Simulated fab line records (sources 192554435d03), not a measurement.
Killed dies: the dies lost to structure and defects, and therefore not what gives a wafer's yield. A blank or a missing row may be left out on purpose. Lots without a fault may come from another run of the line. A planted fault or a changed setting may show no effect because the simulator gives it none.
Lot-split experiment :: flow n5-finfet :: 39 wafers read across 7 lots, on a route 1938 steps long

## SPLIT DETAILS
At N5_HKMG_FIN_ETCH_35 (etches SOC in N2/H2, target depth 215.8 nm, time 243.4 s), the setting time-s was moved away from the recipe's 243.4 s on 12 of the 39 wafers read, by -14.9% to +22.1%. The other wafers ran this setting at the recipe's value.

Reading taken at the split's own step.

## THE READING
etch.depth-nm (the simulator's own value, which no gauge read), in nm, at N5_HKMG_FIN_ETCH_35 (etches SOC in N2/H2, target depth 215.8 nm, time 243.4 s). No usual value for it is given in the file. Across the 27 wafers here that went through the recipe, the average is 221.3 nm and the standard deviation 6 nm.

wafer: L074.1
tool, chamber at the split: rie-diel-01, 1
time-s as run, s: 243.4
against the recipe: recipe
etch.depth-nm, nm: 215.7
against lot-mates on the recipe: -

wafer: L074.2
tool, chamber at the split: rie-diel-01, 0
time-s as run, s: 282.5
against the recipe: +16.1%
etch.depth-nm, nm: 243.7
against lot-mates on the recipe: +28.7

wafer: L074.3
tool, chamber at the split: rie-diel-01, 2
time-s as run, s: 243.4
against the recipe: recipe
etch.depth-nm, nm: 213.8
against lot-mates on the recipe: -

wafer: L074.4
tool, chamber at the split: rie-diel-01, 0
time-s as run, s: 282.5
against the recipe: +16.1%
etch.depth-nm, nm: 244.9
against lot-mates on the recipe: +29.9

wafer: L074.5
tool, chamber at the split: rie-diel-01, 1
time-s as run, s: 243.4
against the recipe: recipe
etch.depth-nm, nm: 215.4
against lot-mates on the recipe: -

wafer: L074.6
tool, chamber at the split: rie-diel-01, 2
time-s as run, s: 282.5
against the recipe: +16.1%
etch.depth-nm, nm: 247.7
against lot-mates on the recipe: +32.7

wafer: L076.1
tool, chamber at the split: rie-diel-02, 3
time-s as run, s: 243.4
against the recipe: recipe
etch.depth-nm, nm: 214.3
against lot-mates on the recipe: -

wafer: L076.2
tool, chamber at the split: rie-diel-02, 0
time-s as run, s: 289.5
against the recipe: +18.9%
etch.depth-nm, nm: 265.1
against lot-mates on the recipe: +47.8

wafer: L076.3
tool, chamber at the split: rie-diel-02, 2
time-s as run, s: 243.4
against the recipe: recipe
etch.depth-nm, nm: 220.1
against lot-mates on the recipe: -

wafer: L076.4
tool, chamber at the split: rie-diel-02, 1
time-s as run, s: 243.4
against the recipe: recipe
etch.depth-nm, nm: 217.6
against lot-mates on the recipe: -

wafer: L076.5
tool, chamber at the split: rie-diel-02, 2
time-s as run, s: 289.5
against the recipe: +18.9%
etch.depth-nm, nm: 258.8
against lot-mates on the recipe: +41.5

wafer: L076.6
tool, chamber at the split: rie-diel-02, 1
time-s as run, s: 289.5
against the recipe: +18.9%
etch.depth-nm, nm: 258.8
against lot-mates on the recipe: +41.5

wafer: L078.1
tool, chamber at the split: rie-diel-02, 0
time-s as run, s: 243.4
against the recipe: recipe
etch.depth-nm, nm: 222.9
against lot-mates on the recipe: -

wafer: L078.2
tool, chamber at the split: rie-diel-02, 3
time-s as run, s: 243.4
against the recipe: recipe
etch.depth-nm, nm: 212.1
against lot-mates on the recipe: -

wafer: L078.3
tool, chamber at the split: rie-diel-02, 1
time-s as run, s: 207.1
against the recipe: -14.9%
etch.depth-nm, nm: 183.3
against lot-mates on the recipe: -34.0

wafer: L078.4
tool, chamber at the split: rie-diel-02, 2
time-s as run, s: 243.4
against the recipe: recipe
etch.depth-nm, nm: 216.9
against lot-mates on the recipe: -

wafer: L078.5
tool, chamber at the split: rie-diel-02, 2
time-s as run, s: 207.1
against the recipe: -14.9%
etch.depth-nm, nm: 184.1
against lot-mates on the recipe: -33.2

wafer: L078.6
tool, chamber at the split: rie-diel-02, 3
time-s as run, s: 207.1
against the recipe: -14.9%
etch.depth-nm, nm: 181.7
against lot-mates on the recipe: -35.6

wafer: L082.1
tool, chamber at the split: rie-diel-02, 1
time-s as run, s: 243.4
against the recipe: recipe
etch.depth-nm, nm: 215.1
against lot-mates on the recipe: -

wafer: L082.2
tool, chamber at the split: rie-diel-02, 0
time-s as run, s: 243.4
against the recipe: recipe
etch.depth-nm, nm: 221.1
against lot-mates on the recipe: -

wafer: L082.3
tool, chamber at the split: rie-diel-02, 3
time-s as run, s: 243.4
against the recipe: recipe
etch.depth-nm, nm: 214
against lot-mates on the recipe: -

wafer: L082.4
tool, chamber at the split: rie-diel-02, 2
time-s as run, s: 243.4
against the recipe: recipe
etch.depth-nm, nm: 221.8
against lot-mates on the recipe: -

wafer: L082.5
tool, chamber at the split: rie-diel-02, 3
time-s as run, s: 243.4
against the recipe: recipe
etch.depth-nm, nm: 214.7
against lot-mates on the recipe: -

wafer: L082.6
tool, chamber at the split: rie-diel-02, 0
time-s as run, s: 243.4
against the recipe: recipe
etch.depth-nm, nm: 222.1
against lot-mates on the recipe: -

wafer: L088.1
tool, chamber at the split: rie-diel-06, 1
time-s as run, s: 243.4
against the recipe: recipe
etch.depth-nm, nm: 229.7
against lot-mates on the recipe: -

wafer: L088.2
tool, chamber at the split: rie-diel-06, 3
time-s as run, s: 243.4
against the recipe: recipe
etch.depth-nm, nm: 228.6
against lot-mates on the recipe: -

wafer: L088.3
tool, chamber at the split: rie-diel-06, 2
time-s as run, s: 243.4
against the recipe: recipe
etch.depth-nm, nm: 219.7
against lot-mates on the recipe: -

wafer: L088.4
tool, chamber at the split: rie-diel-06, 0
time-s as run, s: 243.4
against the recipe: recipe
etch.depth-nm, nm: 228.2
against lot-mates on the recipe: -

wafer: L088.5
tool, chamber at the split: rie-diel-06, 1
time-s as run, s: 243.4
against the recipe: recipe
etch.depth-nm, nm: 229.9
against lot-mates on the recipe: -

wafer: L088.6
tool, chamber at the split: rie-diel-06, 0
time-s as run, s: 243.4
against the recipe: recipe
etch.depth-nm, nm: 230.9
against lot-mates on the recipe: -

wafer: L092.1
tool, chamber at the split: rie-diel-06, 2
time-s as run, s: 297.3
against the recipe: +22.1%
etch.depth-nm, nm: 268.2
against lot-mates on the recipe: +42.5

wafer: L092.2
tool, chamber at the split: rie-diel-06, 1
time-s as run, s: 297.3
against the recipe: +22.1%
etch.depth-nm, nm: 278.1
against lot-mates on the recipe: +52.4

wafer: L092.3
tool, chamber at the split: rie-diel-06, 0
time-s as run, s: 297.3
against the recipe: +22.1%
etch.depth-nm, nm: 278.2
against lot-mates on the recipe: +52.5

wafer: L092.4
tool, chamber at the split: rie-diel-06, 3
time-s as run, s: 243.4
against the recipe: recipe
etch.depth-nm, nm: 228.6
against lot-mates on the recipe: -

wafer: L092.5
tool, chamber at the split: rie-diel-06, 2
time-s as run, s: 243.4
against the recipe: recipe
etch.depth-nm, nm: 219.6
against lot-mates on the recipe: -

wafer: L092.6
tool, chamber at the split: rie-diel-06, 3
time-s as run, s: 243.4
against the recipe: recipe
etch.depth-nm, nm: 228.8
against lot-mates on the recipe: -

wafer: L093.2
tool, chamber at the split: rie-diel-06, 3
time-s as run, s: 243.4
against the recipe: recipe
etch.depth-nm, nm: 228.3
against lot-mates on the recipe: -

wafer: L093.4
tool, chamber at the split: rie-diel-06, 2
time-s as run, s: 243.4
against the recipe: recipe
etch.depth-nm, nm: 218.6
against lot-mates on the recipe: -

wafer: L093.6
tool, chamber at the split: rie-diel-06, 3
time-s as run, s: 243.4
against the recipe: recipe
etch.depth-nm, nm: 226
against lot-mates on the recipe: -

THE FIT
A straight line over all 39 wafers: etch.depth-nm changes by +2.21 nm for each +1% of time-s; r = +0.96; the points scatter about the line by 6.5 nm.
The same after taking each lot's own level away (the mean of its wafers on the recipe; 39 wafers): +2.2 nm for each +1%; r = +0.98; scatter 3.8 nm.
That fit puts the effect of the largest move of time-s on the reading at 49 nm.
From 214.97 to 227.83 nm: that is the span of the lots' own levels, equal to 2.2 times the standard deviation above.
Consequently the slope shifts little with the lot-to-lot level, the two slopes agreeing.
Check: with one of the wafers moved furthest among these (+22.1%) left out of the fit, the line predicts +49.3 nm for it against its lot-mates. It came out at +42.5 nm against them.

## THESE WAFERS: OTHER SPLITS
These wafers also went through other splits before the reading. Each is held against what the fit with the lots' levels taken away leaves over:
other split on the same wafers: N5_FIN_SAQP_HM_DEP_72 target-thk-a
wafers away from the commonest value: 18
r with etch.depth-nm (lot level and that fit taken away): -0.03

other split on the same wafers: N5_SD_EPI_N_EXPOSE_06 dose-mj
wafers away from the commonest value: 12
r with etch.depth-nm (lot level and that fit taken away): +0.16

## THE WHOLE CHAIN: every reading that the file lists as answering this split, in the file's order
step: N5_HKMG_FIN_ETCH_35
what it does: etches SOC in N2/H2, target depth 215.8 nm, time 243.4 s
reading: SOC_of_HKMG_FIN_COAT_29.thk-nm (the simulator's own value, which no gauge read)
change (the file's fit): -2.21 nm for each +1% of the setting
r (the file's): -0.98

step: N5_HKMG_FIN_ETCH_35
what it does: etches SOC in N2/H2, target depth 215.8 nm, time 243.4 s
reading: HKMG_FIN.feature-depth-nm (the simulator's own value, which no gauge read)
change (the file's fit): +2.19 nm for each +1% of the setting
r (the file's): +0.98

step: N5_HKMG_FIN_ETCH_35
what it does: etches SOC in N2/H2, target depth 215.8 nm, time 243.4 s
reading: etch.depth-nm (the simulator's own value, which no gauge read)
change (the file's fit): +2.19 nm for each +1% of the setting
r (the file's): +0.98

## FILE'S OWN FIT
etch.depth-nm changes by +2.19 nm for each +1% of time-s, r = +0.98.
